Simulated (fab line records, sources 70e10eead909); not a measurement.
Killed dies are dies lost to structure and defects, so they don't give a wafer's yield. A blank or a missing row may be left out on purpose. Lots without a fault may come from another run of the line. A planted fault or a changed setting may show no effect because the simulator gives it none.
Chamber matching | flow nand_harc | NHARC_A_CONTACT_ETCH_110 on rie_diel-07: 4 sister chambers
The step etches the open film in CF4/O2, target depth 60 nm, overetch 6 nm, time 33 s. 4 wafers are shown with their chamber, then 7 later ones without.

WAFERS WITH THEIR CHAMBER
wafer  | chamber | showerhead_plenum_p_Torr (Torr)
L561.5 | 2       | 1.44
L564.3 | 1       | 1.39
L565.3 | 0       | 1.39
L565.5 | 3       | 1.36

WAFERS WITHOUT THEIR CHAMBER
wafer  | showerhead_plenum_p_Torr (Torr)
L565.6 | 1.43
L577.1 | 1.43
L577.3 | 1.38
L577.4 | 1.36
L580.2 | 1.38
L580.3 | 1.38
L580.6 | 1.43

WHICH CHAMBER EACH WENT THROUGH
wafer  | from the rows above          | in truth
L565.6 | 2                            | 2
L577.1 | 2                            | 2
L577.3 | can't be placed: 0 or 1 or 3 | 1
L577.4 | 3                            | 3
L580.2 | can't be placed: 0 or 1 or 3 | 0
L580.3 | can't be placed: 0 or 1 or 3 | 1
L580.6 | 2                            | 2
Placed correctly: 4 of 7. Can't be placed from these rows: 3 (the true chamber is among the candidates in 3). Placed wrongly: 0.
How it was worked out, from the rows above alone: a wafer's distance from a chamber is the root of the sum, over the readings, of the square of ((its reading less the chamber's mean) divided by the reading's scatter). The wafer belongs to the nearest chamber; if the next one is less than 2 further off, it can't be placed. A chamber's mean is the mean of its shown wafers. The scatter: with one shown wafer a chamber, the root of the mean of the squares of how far each hidden wafer lies from its nearest shown one.
